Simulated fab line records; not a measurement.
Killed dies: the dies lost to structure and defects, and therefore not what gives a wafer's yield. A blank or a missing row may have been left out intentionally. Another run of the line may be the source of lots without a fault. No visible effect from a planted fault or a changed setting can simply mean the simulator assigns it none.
fab line records / flow nand-harc
record lots=5 wafers=15 last-day=33
route steps=1302 shown P_ZERO_WELL@14
lots untouched by any fault: they come from a run of this same line in which no faults occurred
start-h: start of the lot's first displayed wafer, in hours after the record's first day / wait-h: hours from the lot's prior step to this one / " identical to the entry in the row above / L1.1+2: several wafers, shown together as one row / - no value, or no start was given / * or withheld: withheld / < > ~ a bound
route shown NAME@n: a module of which the file shows steps, and the number in the route of the first / usual: average and standard deviation across the fault-free wafers / same: alike in all rows / chamber/n: place in a boat / sites: the reading at each site / _std_site: standard deviation of those values / _edge_site: the outer-site mean with the inner-site mean subtracted / radius-mm: for every site, how far away it sits from the centre of the wafer / mask NAME#n: copy n / behind: the tool/chamber that last shaped the wafer / hold: reason for holding the lot/hours on hold/outcome of the hold / device: the transistor (n, p or np) that didn't switch / end of line: the tests these same wafers got at the end of their route / a step given without rows: its recipe and nothing more / killed: at the first sort, the dies lost to defects and structure; wafer yield is something else / map: a wafer's dies, marking killed ones x, the rest . and places with no die _
set.NAME: the run value of the setting; set.NAME@STEP: its run value at that earlier step / model.NAME: the simulator's own value behind a step, which no gauge read
lots at selected steps of the route; one table per step, one row per wafer
services: when a tool's chamber went out of use (start-h, in hours from the record's first day, below 0 if earlier), for how many hours, and the reason
## steps
# step NHARC_P_ZERO_WELL_CD_MEAS_11
# recipe target-cd-nm=500 landing-energy-ev=500
# usual cd-nm=499.2/1.8
# same landing-energy-ev=500
lot.wafer=L423.1 tool=cd-sem-01 chamber=0 start-h=61.12 wait-h=- cd-nm=500.4
lot.wafer=L423.2 tool=cd-sem-01 chamber=0 start-h=61.12 wait-h=- cd-nm=496.3
lot.wafer=L423.5 tool=cd-sem-01 chamber=0 start-h=61.12 wait-h=- cd-nm=499.1
lot.wafer=L431.1 tool=cd-sem-01 chamber=0 start-h=141.24 wait-h=- cd-nm=499.6
lot.wafer=L431.2 tool=cd-sem-01 chamber=0 start-h=141.24 wait-h=- cd-nm=501.0
lot.wafer=L431.3 tool=cd-sem-01 chamber=0 start-h=141.24 wait-h=- cd-nm=501.8
lot.wafer=L433.1 tool=cd-sem-03 chamber=0 start-h=161.27 wait-h=- cd-nm=498.2
lot.wafer=L433.3 tool=cd-sem-03 chamber=0 start-h=161.27 wait-h=- cd-nm=498.2
lot.wafer=L433.6 tool=cd-sem-03 chamber=0 start-h=161.27 wait-h=- cd-nm=499.0
lot.wafer=L438.2 tool=cd-sem-02 chamber=0 start-h=211.35 wait-h=- cd-nm=500.2
lot.wafer=L438.4 tool=cd-sem-02 chamber=0 start-h=211.35 wait-h=- cd-nm=496.5
lot.wafer=L438.6 tool=cd-sem-02 chamber=0 start-h=211.35 wait-h=- cd-nm=500.4
lot.wafer=L442.1 tool=cd-sem-03 chamber=0 start-h=251.25 wait-h=- cd-nm=499.1
lot.wafer=L442.5 tool=cd-sem-03 chamber=0 start-h=251.25 wait-h=- cd-nm=501.0
lot.wafer=L442.6 tool=cd-sem-03 chamber=0 start-h=251.25 wait-h=- cd-nm=499.2
# step NHARC_P_ZERO_WELL_HARDBAKE_12
# recipe temp-c=118 time-s=65
# step NHARC_P_ZERO_WELL_DESCUM_13
# recipe time-s=3 o2-flow-sccm=200 ar-flow-sccm=0 bias-power-w=0 chemistry=O2
# usual drypump-motor-current-A=5.6/0.59 oes-product-au=1.000/0.013 rf-vpp-V=57.9/0.95 showerhead-plenum-p-Torr=1.93/0.079 throttle-valve-pct=11.313/0.0095
lot.wafer=L423.2 tool=rie-diel-02 chamber=3 start-h=61.29 wait-h=- drypump-motor-current-A=4.9 oes-product-au=0.995 rf-hours-counter-h=5 rf-vpp-V=58.7 showerhead-plenum-p-Torr=1.86 throttle-valve-pct=11.303
lot.wafer=L423.1 tool=rie-diel-02 chamber=1 start-h=61.29 wait-h=- drypump-motor-current-A=6.3 oes-product-au=0.996 rf-hours-counter-h=5 rf-vpp-V=59.6 showerhead-plenum-p-Torr=1.99 throttle-valve-pct=11.310
lot.wafer=L423.5 tool=rie-diel-02 chamber=2 start-h=61.29 wait-h=- drypump-motor-current-A=5.7 oes-product-au=0.999 rf-hours-counter-h=- rf-vpp-V=58.6 showerhead-plenum-p-Torr=1.98 throttle-valve-pct=11.326
lot.wafer=L431.1 tool=rie-diel-09 chamber=2 start-h=141.40 wait-h=- drypump-motor-current-A=5.0 oes-product-au=0.983 rf-hours-counter-h=52 rf-vpp-V=59.3 showerhead-plenum-p-Torr=1.80 throttle-valve-pct=11.322
lot.wafer=L431.3 tool=rie-diel-09 chamber=3 start-h=141.40 wait-h=- drypump-motor-current-A=4.7 oes-product-au=0.986 rf-hours-counter-h=50 rf-vpp-V=58.7 showerhead-plenum-p-Torr=1.95 throttle-valve-pct=11.288
lot.wafer=L431.2 tool=rie-diel-09 chamber=1 start-h=141.40 wait-h=- drypump-motor-current-A=6.2 oes-product-au=0.983 rf-hours-counter-h=56 rf-vpp-V=56.4 showerhead-plenum-p-Torr=1.92 throttle-valve-pct=11.313
lot.wafer=L433.1 tool=rie-diel-09 chamber=3 start-h=161.44 wait-h=- drypump-motor-current-A=4.7 oes-product-au=0.997 rf-hours-counter-h=6 rf-vpp-V=56.9 showerhead-plenum-p-Torr=1.95 throttle-valve-pct=11.318
lot.wafer=L433.3 tool=rie-diel-09 chamber=0 start-h=161.44 wait-h=- drypump-motor-current-A=6.1 oes-product-au=0.997 rf-hours-counter-h=6 rf-vpp-V=57.4 showerhead-plenum-p-Torr=2.06 throttle-valve-pct=11.328
lot.wafer=L433.6 tool=rie-diel-09 chamber=1 start-h=161.44 wait-h=- drypump-motor-current-A=6.3 oes-product-au=0.986 rf-hours-counter-h=- rf-vpp-V=57.3 showerhead-plenum-p-Torr=1.92 throttle-valve-pct=11.317
lot.wafer=L438.4 tool=rie-diel-08 chamber=3 start-h=211.50 wait-h=- drypump-motor-current-A=4.9 oes-product-au=1.020 rf-hours-counter-h=4 rf-vpp-V=56.9 showerhead-plenum-p-Torr=1.92 throttle-valve-pct=11.319
lot.wafer=L438.2 tool=rie-diel-08 chamber=2 start-h=211.50 wait-h=- drypump-motor-current-A=5.6 oes-product-au=0.996 rf-hours-counter-h=3 rf-vpp-V=59.1 showerhead-plenum-p-Torr=1.92 throttle-valve-pct=11.328
lot.wafer=L438.6 tool=rie-diel-08 chamber=3 start-h=211.50 wait-h=- drypump-motor-current-A=4.8 oes-product-au=1.014 rf-hours-counter-h=- rf-vpp-V=57.2 showerhead-plenum-p-Torr=1.92 throttle-valve-pct=11.322
lot.wafer=L442.1 tool=rie-diel-02 chamber=0 start-h=251.40 wait-h=- drypump-motor-current-A=6.8 oes-product-au=1.002 rf-hours-counter-h=6 rf-vpp-V=58.4 showerhead-plenum-p-Torr=2.06 throttle-valve-pct=11.323
lot.wafer=L442.5 tool=rie-diel-02 chamber=0 start-h=251.40 wait-h=- drypump-motor-current-A=6.7 oes-product-au=1.009 rf-hours-counter-h=- rf-vpp-V=58.6 showerhead-plenum-p-Torr=2.06 throttle-valve-pct=11.310
lot.wafer=L442.6 tool=rie-diel-02 chamber=1 start-h=251.40 wait-h=- drypump-motor-current-A=6.3 oes-product-au=0.998 rf-hours-counter-h=- rf-vpp-V=56.7 showerhead-plenum-p-Torr=1.97 throttle-valve-pct=11.314
# step NHARC_P_ZERO_WELL_ETCH_65
# recipe target-depth-a=800 overetch-a=240 time-s=87.88 ion-energy-ev=200 n2-flow-sccm=150 h2-flow-sccm=150 ar-flow-sccm=0 rf-w=400 bias-w=150 chemistry=N2/H2
# usual drypump-motor-current-A=5.6/0.58 oes-product-au=0.999/0.012 rf-vpp-V=430.8/2.6 showerhead-plenum-p-Torr=2.05/0.09 throttle-valve-pct=14.171/0.0087
lot.wafer=L423.1 tool=rie-diel-02 chamber=1 start-h=61.38 wait-h=0.1 drypump-motor-current-A=6.3 oes-product-au=0.992 rf-hours-counter-h=5 rf-vpp-V=433.8 showerhead-plenum-p-Torr=2.12 throttle-valve-pct=14.164
lot.wafer=L423.2 tool=rie-diel-02 chamber=3 start-h=61.38 wait-h=0.1 drypump-motor-current-A=4.9 oes-product-au=0.988 rf-hours-counter-h=5 rf-vpp-V=428.1 showerhead-plenum-p-Torr=1.98 throttle-valve-pct=14.176
lot.wafer=L423.5 tool=rie-diel-02 chamber=3 start-h=61.38 wait-h=0.1 drypump-motor-current-A=4.9 oes-product-au=0.987 rf-hours-counter-h=- rf-vpp-V=429.5 showerhead-plenum-p-Torr=1.98 throttle-valve-pct=14.184
lot.wafer=L431.3 tool=rie-diel-09 chamber=1 start-h=141.48 wait-h=0.1 drypump-motor-current-A=6.2 oes-product-au=0.994 rf-hours-counter-h=56 rf-vpp-V=429.6 showerhead-plenum-p-Torr=2.05 throttle-valve-pct=14.168
lot.wafer=L431.2 tool=rie-diel-09 chamber=2 start-h=141.48 wait-h=0.1 drypump-motor-current-A=5.0 oes-product-au=0.998 rf-hours-counter-h=52 rf-vpp-V=426.9 showerhead-plenum-p-Torr=1.91 throttle-valve-pct=14.189
lot.wafer=L431.1 tool=rie-diel-09 chamber=3 start-h=141.48 wait-h=0.1 drypump-motor-current-A=4.7 oes-product-au=0.997 rf-hours-counter-h=50 rf-vpp-V=431.0 showerhead-plenum-p-Torr=2.08 throttle-valve-pct=14.169
lot.wafer=L433.3 tool=rie-diel-09 chamber=2 start-h=161.51 wait-h=0.1 drypump-motor-current-A=4.9 oes-product-au=0.992 rf-hours-counter-h=6 rf-vpp-V=427.3 showerhead-plenum-p-Torr=1.91 throttle-valve-pct=14.175
lot.wafer=L433.1 tool=rie-diel-09 chamber=1 start-h=161.51 wait-h=0.1 drypump-motor-current-A=6.3 oes-product-au=0.997 rf-hours-counter-h=6 rf-vpp-V=431.6 showerhead-plenum-p-Torr=2.04 throttle-valve-pct=14.164
lot.wafer=L433.6 tool=rie-diel-09 chamber=2 start-h=161.51 wait-h=0.1 drypump-motor-current-A=5.0 oes-product-au=0.979 rf-hours-counter-h=- rf-vpp-V=427.1 showerhead-plenum-p-Torr=1.91 throttle-valve-pct=14.180
lot.wafer=L438.4 tool=rie-diel-08 chamber=0 start-h=211.60 wait-h=0.1 drypump-motor-current-A=5.6 oes-product-au=1.023 rf-hours-counter-h=6 rf-vpp-V=428.3 showerhead-plenum-p-Torr=1.98 throttle-valve-pct=14.178
lot.wafer=L438.2 tool=rie-diel-08 chamber=1 start-h=211.60 wait-h=0.1 drypump-motor-current-A=5.6 oes-product-au=1.012 rf-hours-counter-h=5 rf-vpp-V=435.5 showerhead-plenum-p-Torr=2.22 throttle-valve-pct=14.174
lot.wafer=L438.6 tool=rie-diel-08 chamber=3 start-h=211.60 wait-h=0.1 drypump-motor-current-A=4.8 oes-product-au=1.019 rf-hours-counter-h=- rf-vpp-V=431.6 showerhead-plenum-p-Torr=2.05 throttle-valve-pct=14.160
lot.wafer=L442.1 tool=rie-diel-02 chamber=2 start-h=251.50 wait-h=0.1 drypump-motor-current-A=5.7 oes-product-au=0.997 rf-hours-counter-h=6 rf-vpp-V=431.5 showerhead-plenum-p-Torr=2.10 throttle-valve-pct=14.152
lot.wafer=L442.6 tool=rie-diel-02 chamber=1 start-h=251.50 wait-h=0.1 drypump-motor-current-A=6.3 oes-product-au=0.998 rf-hours-counter-h=- rf-vpp-V=432.7 showerhead-plenum-p-Torr=2.10 throttle-valve-pct=14.170
lot.wafer=L442.5 tool=rie-diel-02 chamber=2 start-h=251.50 wait-h=0.1 drypump-motor-current-A=5.7 oes-product-au=0.996 rf-hours-counter-h=- rf-vpp-V=431.5 showerhead-plenum-p-Torr=2.10 throttle-valve-pct=14.167
# step NHARC_P_ZERO_WELL_ETCH_62
# recipe target-depth-a=130 time-s=6.5 chf3-flow-sccm=50 ar-flow-sccm=200 rf-w=500 bias-w=200 chemistry=CHF3/Ar
# usual drypump-motor-current-A=5.5/0.56 oes-product-au=0.960/0.015 rf-vpp-V=370.9/2.3 showerhead-plenum-p-Torr=2.35/0.094 throttle-valve-pct=20.217/0.0095
lot.wafer=L423.1 tool=rie-diel-02 chamber=1 start-h=- wait-h=- drypump-motor-current-A=6.3 oes-product-au=0.956 rf-hours-counter-h=5 rf-vpp-V=372.8 showerhead-plenum-p-Torr=2.43 throttle-valve-pct=20.202
lot.wafer=L423.2 tool=rie-diel-02 chamber=2 start-h=- wait-h=- drypump-motor-current-A=5.7 oes-product-au=0.958 rf-hours-counter-h=5 rf-vpp-V=371.5 showerhead-plenum-p-Torr=2.43 throttle-valve-pct=20.221
lot.wafer=L423.5 tool=rie-diel-02 chamber=1 start-h=- wait-h=- drypump-motor-current-A=6.3 oes-product-au=0.964 rf-hours-counter-h=- rf-vpp-V=373.8 showerhead-plenum-p-Torr=2.43 throttle-valve-pct=20.226
lot.wafer=L431.2 tool=rie-diel-09 chamber=3 start-h=- wait-h=- drypump-motor-current-A=4.7 oes-product-au=0.945 rf-hours-counter-h=50 rf-vpp-V=370.3 showerhead-plenum-p-Torr=2.39 throttle-valve-pct=20.205
lot.wafer=L431.1 tool=rie-diel-09 chamber=1 start-h=- wait-h=- drypump-motor-current-A=6.2 oes-product-au=0.957 rf-hours-counter-h=56 rf-vpp-V=371.9 showerhead-plenum-p-Torr=2.35 throttle-valve-pct=20.227
lot.wafer=L431.3 tool=rie-diel-09 chamber=2 start-h=- wait-h=- drypump-motor-current-A=5.0 oes-product-au=0.944 rf-hours-counter-h=52 rf-vpp-V=366.9 showerhead-plenum-p-Torr=2.21 throttle-valve-pct=20.204
lot.wafer=L433.1 tool=rie-diel-09 chamber=3 start-h=- wait-h=- drypump-motor-current-A=4.7 oes-product-au=0.983 rf-hours-counter-h=6 rf-vpp-V=370.8 showerhead-plenum-p-Torr=2.38 throttle-valve-pct=20.208
lot.wafer=L433.3 tool=rie-diel-09 chamber=0 start-h=- wait-h=- drypump-motor-current-A=6.1 oes-product-au=0.968 rf-hours-counter-h=6 rf-vpp-V=374.3 showerhead-plenum-p-Torr=2.51 throttle-valve-pct=20.224
lot.wafer=L433.6 tool=rie-diel-09 chamber=3 start-h=- wait-h=- drypump-motor-current-A=4.7 oes-product-au=0.980 rf-hours-counter-h=- rf-vpp-V=371.7 showerhead-plenum-p-Torr=2.38 throttle-valve-pct=20.214
lot.wafer=L438.4 tool=rie-diel-08 chamber=3 start-h=- wait-h=- drypump-motor-current-A=4.8 oes-product-au=0.973 rf-hours-counter-h=4 rf-vpp-V=369.3 showerhead-plenum-p-Torr=2.35 throttle-valve-pct=20.202
lot.wafer=L438.2 tool=rie-diel-08 chamber=0 start-h=- wait-h=- drypump-motor-current-A=5.5 oes-product-au=0.976 rf-hours-counter-h=6 rf-vpp-V=369.3 showerhead-plenum-p-Torr=2.28 throttle-valve-pct=20.219
lot.wafer=L438.6 tool=rie-diel-08 chamber=0 start-h=- wait-h=- drypump-motor-current-A=5.5 oes-product-au=0.974 rf-hours-counter-h=- rf-vpp-V=369.9 showerhead-plenum-p-Torr=2.28 throttle-valve-pct=20.223
lot.wafer=L442.1 tool=rie-diel-02 chamber=3 start-h=- wait-h=- drypump-motor-current-A=4.9 oes-product-au=0.968 rf-hours-counter-h=7 rf-vpp-V=368.4 showerhead-plenum-p-Torr=2.26 throttle-valve-pct=20.204
lot.wafer=L442.5 tool=rie-diel-02 chamber=1 start-h=- wait-h=- drypump-motor-current-A=6.3 oes-product-au=0.953 rf-hours-counter-h=- rf-vpp-V=373.7 showerhead-plenum-p-Torr=2.41 throttle-valve-pct=20.197
lot.wafer=L442.6 tool=rie-diel-02 chamber=2 start-h=- wait-h=- drypump-motor-current-A=5.7 oes-product-au=0.954 rf-hours-counter-h=- rf-vpp-V=371.2 showerhead-plenum-p-Torr=2.41 throttle-valve-pct=20.214
# step NHARC_P_ZERO_WELL_ETCH_63
# recipe target-depth-a=1200 time-s=40.1 hbr-flow-sccm=150 cl2-flow-sccm=50 rf-w=400 icp-w=400 bias-w=100 chemistry=HBr/Cl2
# usual drypump-motor-current-A=6.1/0.42 oes-product-au=1.003/0.0086 throttle-valve-pct=26.408/0.0085
lot.wafer=L423.1 tool=rie-si-06 chamber=2 start-h=61.60 wait-h=- drypump-motor-current-A=5.7 oes-product-au=1.001 rf-hours-counter-h=0.91 throttle-valve-pct=26.413
lot.wafer=L423.2 tool=rie-si-06 chamber=3 start-h=61.60 wait-h=- drypump-motor-current-A=5.9 oes-product-au=1.006 rf-hours-counter-h=1.25 throttle-valve-pct=26.403
lot.wafer=L423.5 tool=rie-si-06 chamber=1 start-h=61.60 wait-h=- drypump-motor-current-A=6.0 oes-product-au=1.009 rf-hours-counter-h=- throttle-valve-pct=26.415
lot.wafer=L431.2 tool=rie-si-01 chamber=0 start-h=141.67 wait-h=- drypump-motor-current-A=6.4 oes-product-au=1.001 rf-hours-counter-h=0.82 throttle-valve-pct=26.395
lot.wafer=L431.1 tool=rie-si-01 chamber=1 start-h=141.67 wait-h=- drypump-motor-current-A=6.1 oes-product-au=1.009 rf-hours-counter-h=0.82 throttle-valve-pct=26.408
lot.wafer=L431.3 tool=rie-si-01 chamber=2 start-h=141.67 wait-h=- drypump-motor-current-A=5.9 oes-product-au=1.001 rf-hours-counter-h=0.80 throttle-valve-pct=26.401
lot.wafer=L433.1 tool=rie-si-06 chamber=2 start-h=161.68 wait-h=- drypump-motor-current-A=5.7 oes-product-au=0.991 rf-hours-counter-h=0.48 throttle-valve-pct=26.409
lot.wafer=L433.3 tool=rie-si-06 chamber=0 start-h=161.68 wait-h=- drypump-motor-current-A=6.6 oes-product-au=1.002 rf-hours-counter-h=0.50 throttle-valve-pct=26.415
lot.wafer=L433.6 tool=rie-si-06 chamber=3 start-h=161.68 wait-h=- drypump-motor-current-A=5.9 oes-product-au=0.998 rf-hours-counter-h=- throttle-valve-pct=26.410
lot.wafer=L438.4 tool=rie-si-01 chamber=3 start-h=211.76 wait-h=- drypump-motor-current-A=6.5 oes-product-au=1.005 rf-hours-counter-h=0.04 throttle-valve-pct=26.407
lot.wafer=L438.2 tool=rie-si-01 chamber=1 start-h=211.76 wait-h=- drypump-motor-current-A=6.1 oes-product-au=0.994 rf-hours-counter-h=0.08 throttle-valve-pct=26.405
lot.wafer=L438.6 tool=rie-si-01 chamber=0 start-h=211.76 wait-h=- drypump-motor-current-A=6.4 oes-product-au=1.014 rf-hours-counter-h=- throttle-valve-pct=26.409
lot.wafer=L442.1 tool=rie-si-01 chamber=2 start-h=251.69 wait-h=- drypump-motor-current-A=5.9 oes-product-au=1.003 rf-hours-counter-h=0.35 throttle-valve-pct=26.405
lot.wafer=L442.5 tool=rie-si-01 chamber=0 start-h=251.69 wait-h=- drypump-motor-current-A=6.4 oes-product-au=1.001 rf-hours-counter-h=- throttle-valve-pct=26.418
lot.wafer=L442.6 tool=rie-si-01 chamber=1 start-h=251.69 wait-h=- drypump-motor-current-A=6.1 oes-product-au=0.999 rf-hours-counter-h=- throttle-valve-pct=26.422
# step NHARC_P_ZERO_WELL_STRIP_15
# recipe time-s=900 temp-c=130 chemistry=SPM
# step NHARC_P_ZERO_WELL_DEHYDRATE_16
# recipe temp-c=150 time-s=120
# step NHARC_P_ZERO_WELL_HMDS_17
# recipe time-s=30
# step NHARC_P_ZERO_WELL_COAT_18
# recipe spin-rpm=withheld
# step NHARC_P_ZERO_WELL_SOFTBAKE_19
# recipe temp-c=122 time-s=95
# step NHARC_P_ZERO_WELL_EBR_20
# step NHARC_P_ZERO_WELL_EXPOSE_21
# recipe na=0.6 target-cd-nm=720 dose-mj=22.31 mask-id=P_NWELL
lot.wafer=L423.1+2+5 tool=krf-scanner-03 chamber=0 start-h=62.34 wait-h=- mask=P_NWELL_R1#0
lot.wafer=L431.1+2+3 tool=krf-scanner-03 chamber=0 start-h=142.30 wait-h=- mask=P_NWELL#0
lot.wafer=L433.1+3+6 tool=krf-scanner-03 chamber=0 start-h=162.33 wait-h=- mask=P_NWELL#0
lot.wafer=L438.2+4+6 tool=krf-scanner-04 chamber=0 start-h=212.43 wait-h=- mask=P_NWELL#0
lot.wafer=L442.1+5+6 tool=krf-scanner-01 chamber=0 start-h=252.31 wait-h=- mask=P_NWELL#0
# step NHARC_P_ZERO_WELL_PEB_22
# recipe peb-temp-c=118 peb-time-s=85
# step NHARC_P_ZERO_WELL_DEVELOP_23
# recipe time-s=70
# step NHARC_P_ZERO_WELL_CD_MEAS_24
# recipe target-cd-nm=720 landing-energy-ev=500
# usual cd-nm=719.7/1.8
# same landing-energy-ev=500
lot.wafer=L423.1 tool=cd-sem-03 chamber=0 start-h=62.49 wait-h=- cd-nm=707.5
lot.wafer=L423.2 tool=cd-sem-03 chamber=0 start-h=62.49 wait-h=- cd-nm=708.1
lot.wafer=L423.5 tool=cd-sem-03 chamber=0 start-h=62.49 wait-h=- cd-nm=709.2
lot.wafer=L431.1 tool=cd-sem-01 chamber=0 start-h=142.46 wait-h=- cd-nm=720.4
lot.wafer=L431.2 tool=cd-sem-01 chamber=0 start-h=142.46 wait-h=- cd-nm=721.1
lot.wafer=L431.3 tool=cd-sem-01 chamber=0 start-h=142.46 wait-h=- cd-nm=720.7
lot.wafer=L433.1 tool=cd-sem-02 chamber=0 start-h=162.48 wait-h=- cd-nm=720.2
lot.wafer=L433.3 tool=cd-sem-02 chamber=0 start-h=162.48 wait-h=- cd-nm=718.9
lot.wafer=L433.6 tool=cd-sem-02 chamber=0 start-h=162.48 wait-h=- cd-nm=721.3
lot.wafer=L438.2 tool=cd-sem-02 chamber=0 start-h=212.58 wait-h=- cd-nm=720.3
lot.wafer=L438.4 tool=cd-sem-02 chamber=0 start-h=212.58 wait-h=- cd-nm=719.3
lot.wafer=L438.6 tool=cd-sem-02 chamber=0 start-h=212.58 wait-h=- cd-nm=719.8
lot.wafer=L442.1 tool=cd-sem-03 chamber=0 start-h=252.46 wait-h=- cd-nm=718.0
lot.wafer=L442.5 tool=cd-sem-03 chamber=0 start-h=252.46 wait-h=- cd-nm=717.3
lot.wafer=L442.6 tool=cd-sem-03 chamber=0 start-h=252.46 wait-h=- cd-nm=717.6
# step NHARC_P_ZERO_WELL_HARDBAKE_25
# recipe temp-c=125 time-s=80
# step NHARC_P_ZERO_WELL_DESCUM_26
# recipe time-s=3 o2-flow-sccm=200 ar-flow-sccm=0 bias-power-w=0 chemistry=O2
# usual drypump-motor-current-A=5.5/0.56 oes-product-au=1.000/0.012 rf-vpp-V=57.9/0.88 showerhead-plenum-p-Torr=1.92/0.085 throttle-valve-pct=11.312/0.0097
lot.wafer=L423.1 tool=rie-diel-08 chamber=2 start-h=62.67 wait-h=- drypump-motor-current-A=5.6 oes-product-au=1.005 rf-hours-counter-h=15 rf-vpp-V=58.5 showerhead-plenum-p-Torr=1.93 throttle-valve-pct=11.319 model.P_ZERO_WELL.cd-nm=707.6
lot.wafer=L423.2 tool=rie-diel-08 chamber=3 start-h=62.67 wait-h=- drypump-motor-current-A=4.8 oes-product-au=1.017 rf-hours-counter-h=13 rf-vpp-V=57.8 showerhead-plenum-p-Torr=1.93 throttle-valve-pct=11.315 model.P_ZERO_WELL.cd-nm=708.3
lot.wafer=L423.5 tool=rie-diel-08 chamber=1 start-h=62.67 wait-h=- drypump-motor-current-A=5.6 oes-product-au=1.012 rf-hours-counter-h=- rf-vpp-V=56.8 showerhead-plenum-p-Torr=1.79 throttle-valve-pct=11.308 model.P_ZERO_WELL.cd-nm=709.2
lot.wafer=L431.2 tool=rie-diel-08 chamber=2 start-h=142.62 wait-h=- drypump-motor-current-A=5.6 oes-product-au=1.009 rf-hours-counter-h=47 rf-vpp-V=56.5 showerhead-plenum-p-Torr=1.92 throttle-valve-pct=11.304 model.P_ZERO_WELL.cd-nm=720.9
lot.wafer=L431.3 tool=rie-diel-08 chamber=3 start-h=142.62 wait-h=- drypump-motor-current-A=4.8 oes-product-au=1.014 rf-hours-counter-h=44 rf-vpp-V=58.0 showerhead-plenum-p-Torr=1.92 throttle-valve-pct=11.307 model.P_ZERO_WELL.cd-nm=721
lot.wafer=L431.1 tool=rie-diel-08 chamber=0 start-h=142.62 wait-h=- drypump-motor-current-A=5.6 oes-product-au=1.013 rf-hours-counter-h=40 rf-vpp-V=56.8 showerhead-plenum-p-Torr=1.87 throttle-valve-pct=11.319 model.P_ZERO_WELL.cd-nm=720.7
lot.wafer=L433.1 tool=rie-diel-08 chamber=1 start-h=162.64 wait-h=- drypump-motor-current-A=5.6 oes-product-au=1.011 rf-hours-counter-h=61 rf-vpp-V=57.8 showerhead-plenum-p-Torr=1.77 throttle-valve-pct=11.299 model.P_ZERO_WELL.cd-nm=720.2
lot.wafer=L433.3 tool=rie-diel-08 chamber=3 start-h=162.64 wait-h=- drypump-motor-current-A=4.9 oes-product-au=1.024 rf-hours-counter-h=49 rf-vpp-V=59.4 showerhead-plenum-p-Torr=1.92 throttle-valve-pct=11.333 model.P_ZERO_WELL.cd-nm=719
lot.wafer=L433.6 tool=rie-diel-08 chamber=2 start-h=162.64 wait-h=- drypump-motor-current-A=5.5 oes-product-au=1.002 rf-hours-counter-h=- rf-vpp-V=57.2 showerhead-plenum-p-Torr=1.92 throttle-valve-pct=11.307 model.P_ZERO_WELL.cd-nm=721.6
lot.wafer=L438.4 tool=rie-diel-08 chamber=0 start-h=212.74 wait-h=- drypump-motor-current-A=5.6 oes-product-au=1.003 rf-hours-counter-h=6 rf-vpp-V=57.6 showerhead-plenum-p-Torr=1.86 throttle-valve-pct=11.303 model.P_ZERO_WELL.cd-nm=719.7
lot.wafer=L438.2 tool=rie-diel-08 chamber=1 start-h=212.74 wait-h=- drypump-motor-current-A=5.6 oes-product-au=0.997 rf-hours-counter-h=5 rf-vpp-V=57.5 showerhead-plenum-p-Torr=2.07 throttle-valve-pct=11.320 model.P_ZERO_WELL.cd-nm=720.2
lot.wafer=L438.6 tool=rie-diel-08 chamber=0 start-h=212.74 wait-h=- drypump-motor-current-A=5.6 oes-product-au=1.002 rf-hours-counter-h=- rf-vpp-V=57.2 showerhead-plenum-p-Torr=1.86 throttle-valve-pct=11.317 model.P_ZERO_WELL.cd-nm=720.4
lot.wafer=L442.1 tool=rie-diel-08 chamber=2 start-h=252.64 wait-h=- drypump-motor-current-A=5.6 oes-product-au=1.002 rf-hours-counter-h=17 rf-vpp-V=57.7 showerhead-plenum-p-Torr=1.91 throttle-valve-pct=11.316 model.P_ZERO_WELL.cd-nm=717.5
lot.wafer=L442.5 tool=rie-diel-08 chamber=1 start-h=252.64 wait-h=- drypump-motor-current-A=5.6 oes-product-au=0.992 rf-hours-counter-h=- rf-vpp-V=57.8 showerhead-plenum-p-Torr=2.07 throttle-valve-pct=11.310 model.P_ZERO_WELL.cd-nm=717
lot.wafer=L442.6 tool=rie-diel-08 chamber=2 start-h=252.64 wait-h=- drypump-motor-current-A=5.6 oes-product-au=1.001 rf-hours-counter-h=- rf-vpp-V=58.7 showerhead-plenum-p-Torr=1.91 throttle-valve-pct=11.308 model.P_ZERO_WELL.cd-nm=717.8
# step NHARC_P_ZERO_WELL_IMPLANT_27
# recipe energy-kev=600 dose-cm2=1e+13 tilt-deg=7
## services
tool=rie-diel-02 chamber=- start-h=39.77 hours=9.0 kind=pm
tool=krf-scanner-03 chamber=- start-h=52.01 hours=4.0 kind=pm
tool=krf-scanner-03 chamber=- start-h=60.23 hours=0.6 kind=repair
tool=rie-si-06 chamber=- start-h=72.00 hours=9.0 kind=pm
tool=rie-diel-08 chamber=2 start-h=72.77 hours=6.3 kind=repair
tool=rie-diel-08 chamber=0 start-h=77.69 hours=3.1 kind=repair
tool=rie-diel-02 chamber=3 start-h=79.83 hours=4.8 kind=repair
tool=rie-si-01 chamber=3 start-h=80.52 hours=2.1 kind=repair
tool=rie-diel-02 chamber=- start-h=102.83 hours=0.5 kind=repair
tool=rie-diel-02 chamber=- start-h=139.34 hours=0.2 kind=repair
tool=rie-diel-08 chamber=1 start-h=139.93 hours=4.3 kind=repair
tool=rie-diel-09 chamber=- start-h=143.17 hours=9.0 kind=pm
tool=rie-diel-09 chamber=2 start-h=184.02 hours=4.3 kind=repair
tool=rie-diel-09 chamber=0 start-h=185.73 hours=11.3 kind=repair
tool=krf-scanner-03 chamber=- start-h=186.09 hours=0.4 kind=repair
tool=rie-diel-08 chamber=1 start-h=189.45 hours=2.6 kind=repair
tool=rie-diel-08 chamber=- start-h=190.84 hours=9.0 kind=pm
tool=rie-si-01 chamber=- start-h=193.00 hours=9.0 kind=pm
tool=rie-diel-09 chamber=3 start-h=197.26 hours=6.5 kind=repair
tool=krf-scanner-03 chamber=- start-h=208.50 hours=0.1 kind=repair
tool=rie-diel-02 chamber=- start-h=216.77 hours=9.0 kind=pm
tool=krf-scanner-03 chamber=- start-h=224.01 hours=4.0 kind=pm
tool=rie-diel-02 chamber=0 start-h=238.23 hours=3.5 kind=repair
tool=rie-si-06 chamber=- start-h=249.00 hours=9.0 kind=pm
## key
first-sign step=NHARC_P_ZERO_WELL_EXPOSE_21 reading=mask direction=changed
effect step=NHARC_P_ZERO_WELL_CD_MEAS_24 reading=cd-nm direction=down sigmas=6.3 usual=719.7 struck=708.2
model-effect step=NHARC_P_ZERO_WELL_DESCUM_26 value=P_ZERO_WELL.cd-nm without=718.5 struck=708.4
met-at NHARC_P_ZERO_WELL_EXPOSE_21
struck-wafers L423.1,L423.2,L423.5
tester-left-out L423
fault kind=wrong-mask tool=any chamber=- onset-h=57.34 steps=NHARC_P_ZERO_WELL_EXPOSE_21 aux-copy=P_NWELL_R1#0 cd-offset-nm=-10.149 scope=struck-lots-only
# tester-left-out: of these lots the tester's yield and bins aren't shown, on N5 and GAA mostly nor the transistor test; their killed dies are dies lost to structure and defects alone, not to doping, threshold or leakage, so they don't give the yield
